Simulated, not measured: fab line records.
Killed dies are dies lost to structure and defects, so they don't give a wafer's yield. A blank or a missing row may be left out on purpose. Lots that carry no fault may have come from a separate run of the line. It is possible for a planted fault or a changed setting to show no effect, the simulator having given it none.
Matching of chambers	flow nand_harc	pecvd-01 running NHARC_A_CHANNEL_HOLE_D2_DEP_01: 3 sister chambers
The step deposits SiON, target thk 140 nm. 6 wafers are shown with their chamber, then 7 later ones without.

## WAFERS, EACH WITH ITS CHAMBER
wafer	chamber	heater_power_w (W)	chamber_pressure_Torr (Torr)
L077.5	1	756	3.493
L081.1	1	797	3.511
L084.5	0	606	3.510
L084.6	2	751	3.506
L086.1	2	720	3.499
L086.3	0	676	3.508

## WAFERS WITHOUT THEIR CHAMBER
wafer	heater_power_w (W)	chamber_pressure_Torr (Torr)
L086.6	681	3.511
L089.2	700	3.495
L089.3	651	3.502
L089.4	674	3.483
L090.3	733	3.494
L090.4	774	3.498
L090.5	649	3.499

## THE CHAMBER EACH PASSED THROUGH
wafer	from the rows above	in truth
L086.6	can't be placed: 0 or 2 or 1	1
L089.2	can't be placed: 2 or 1 or 0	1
L089.3	can't be placed: 0 or 2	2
L089.4	can't be placed: 2 or 0 or 1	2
L090.3	can't be placed: 2 or 1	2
L090.4	can't be placed: 1 or 2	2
L090.5	can't be placed: 0 or 2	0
Placed correctly: 0 of 7. Unplaceable from these rows: 7, with the true chamber sitting among the candidates in 7. Number placed wrongly: 0.
How it was worked out, from the rows above alone: a wafer's distance from a chamber is the root of the sum, over the readings, of the square of ((its reading less the chamber's mean) divided by the reading's scatter). If the next closest chamber is less than 2 further off than the closest, the wafer can't be placed; otherwise it belongs to the closest. For every chamber, the mean is computed from those of its wafers that are shown. The scatter: take each reading less its chamber's mean, square it, sum over the shown wafers, divide by the number of wafers less the number of chambers, and take the root.
